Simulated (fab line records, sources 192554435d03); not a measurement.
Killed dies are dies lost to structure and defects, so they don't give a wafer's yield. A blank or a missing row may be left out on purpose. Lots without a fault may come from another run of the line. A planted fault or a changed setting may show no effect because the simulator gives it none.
A struck lot beside a sound one | flow n5_finfet | 17 steps out of a route of 1938
Sound: wafers L901.2, L901.5, L901.6. Struck: wafers L898.2, L898.5, L898.6. The cause comes at the end.
At each step with rows: each side's tool, then ch and its chambers, then its first start. Under that, the readings that differ: sound wafers | struck wafers | difference of the means | sigmas: that difference in standard deviations of wafers without a fault.
alike: readings whose means differ by less than 2 such deviations, and words and numbers that are the same on both sides. not compared: withheld readings, readings that some wafer has no value for, bounds like >300 that may hide the same value, and numbers for which the record gives no deviation and whose values overlap.
The two part at a step that has a row with sigmas, a row that says differs or no value, or rows on one side only. Numbers that don't overlap but have no deviation are shown without sigmas and don't part them. A reading that every wafer of one side lacks parts them only if that side has two wafers or more.

first, 2 steps without rows for these wafers: N5_BEOL_M3_PEB_09 (peb time 60 s); N5_BEOL_M3_DEVELOP_10 (develop time 30 s).
N5_BEOL_M3_CD_MEAS_11: target cd 17.05 nm.
  sound on cd_sem-01 ch 0, day 11 16:26; struck on cd_sem-01 ch 0, day 11 00:04
  alike: cd_nm
N5_BEOL_M3_OVL_MEAS_12:
  sound on overlay-01 ch 0, day 11 16:28; struck on overlay-01 ch 0, day 11 00:05
  alike: M3_OVL
N5_BEOL_M3_INSPECT_13: inspects for defects (brightfield).
  sound on defect_inspect-02, day 11 16:31; struck on defect_inspect-02, day 11 00:08
  alike: raw_defect_count
N5_BEOL_M3_DESCUM_16: chemistry O2, time 7 s.
  sound on rie_diel-02 ch 2,3, day 11 16:33; struck on rie_diel-04 ch 1,2,3, day 11 00:11
  alike: drypump_motor_current_A, oes_product_au, rf_vpp_V, showerhead_plenum_p_Torr, throttle_valve_pct
  not compared: rf_hours_counter_h
then, 1 step without rows for these wafers: N5_BEOL_M3_ETCH_74 (etches underlayer in N2/H2, target depth 6.5 nm, time 5.2 s).
N5_BEOL_M3_ETCH_63: etches SiARC in CF4, target depth 15.6 nm, time 26 s.
  sound on rie_diel-02 ch 2,3, day 11 16:36; struck on rie_diel-04 ch 1,2,3, day 11 00:14
  alike: drypump_motor_current_A, etch_rf_on_time_s, oes_product_au, rf_vpp_V, showerhead_plenum_p_Torr, throttle_valve_pct
  not compared: rf_hours_counter_h
N5_BEOL_M3_ETCH_64: etches SOC in N2/H2, target depth 75 nm, overetch 15 nm, time 112.5 s.
  sound on rie_diel-02 ch 2,3, day 11 16:38; struck on rie_diel-04 ch 1,2,3, day 11 00:16
  alike: drypump_motor_current_A, oes_product_au, rf_vpp_V, showerhead_plenum_p_Torr, throttle_valve_pct
  not compared: rf_hours_counter_h
then, 2 steps without rows for these wafers: N5_BEOL_M3_STRIP_65 (strips in N2/H2); N5_BEOL_M3_STRIP_75 (strips in N2/H2).
N5_BEOL_M3_STRIP_66: strips in CF4.
  sound on rie_diel-02 ch 2,3, day 11 16:46; struck on rie_diel-04 ch 1,2,3, day 11 00:24
  alike: drypump_motor_current_A, oes_product_au, rf_vpp_V, showerhead_plenum_p_Torr, throttle_valve_pct
  not compared: rf_hours_counter_h
N5_BEOL_M3_HM_OPEN_17: chemistry Cl2/BCl3, target TiN, target depth 20 nm, overetch 6 nm.
  sound on rie_metal-01 ch 0,1, day 11 16:48; struck on rie_metal-03 ch 0,1, day 11 00:26
  no value came back on the struck wafers for any of 5 readings (bcl3_flow_sccm (sccm), bias_w (W) and others); on the sound wafers bcl3_flow_sccm (sccm) reads 21.72 21.81 21.83
  reading                                  | sound          | struck       | difference | sigmas
  model.SOC_of_BEOL_M3_COAT_61.thk_nm (nm) | 52.2 52.2 52.2 | 60 60.2 60.2 | +8         |
  not compared: rf_hours_counter_h
N5_BEOL_M3_STRIP_19: strips in O2.
  sound on rie_diel-04 ch 2,3, day 11 16:55; struck on rie_diel-02 ch 1,2,3, day 11 00:35
  reading                | sound             | struck            | difference | sigmas
  throttle_valve_pct (%) | 16.94 16.94 16.44 | 16.10 16.28 16.20 | -0.58      | -2
  alike: drypump_motor_current_A, oes_product_au, rf_vpp_V, showerhead_plenum_p_Torr
  not compared: rf_hours_counter_h
N5_BEOL_M3_CD_MEAS_18: pitch 36 nm, target cd 18 nm.
  sound on cd_sem-01, day 11 16:59; struck on cd_sem-02, day 11 00:40
  reading    | sound          | struck | difference                    | sigmas
  cd_nm (nm) | 18.0 18.2 18.1 | - - -  | no value on the struck wafers |
then, 1 step without rows for these wafers: N5_BEOL_M3_COAT_67 (time 60 s, resist thk 60 nm).
N5_BEOL_M4_RC_MEAS_101:
  the record has rows for the sound wafers here (prober-01 ch 0, day 12 11:35) and none for the struck ones

WHERE THEY PART
First at N5_BEOL_M3_HM_OPEN_17; last, within this record, at N5_BEOL_M4_RC_MEAS_101.

WHY: what the simulator had put in
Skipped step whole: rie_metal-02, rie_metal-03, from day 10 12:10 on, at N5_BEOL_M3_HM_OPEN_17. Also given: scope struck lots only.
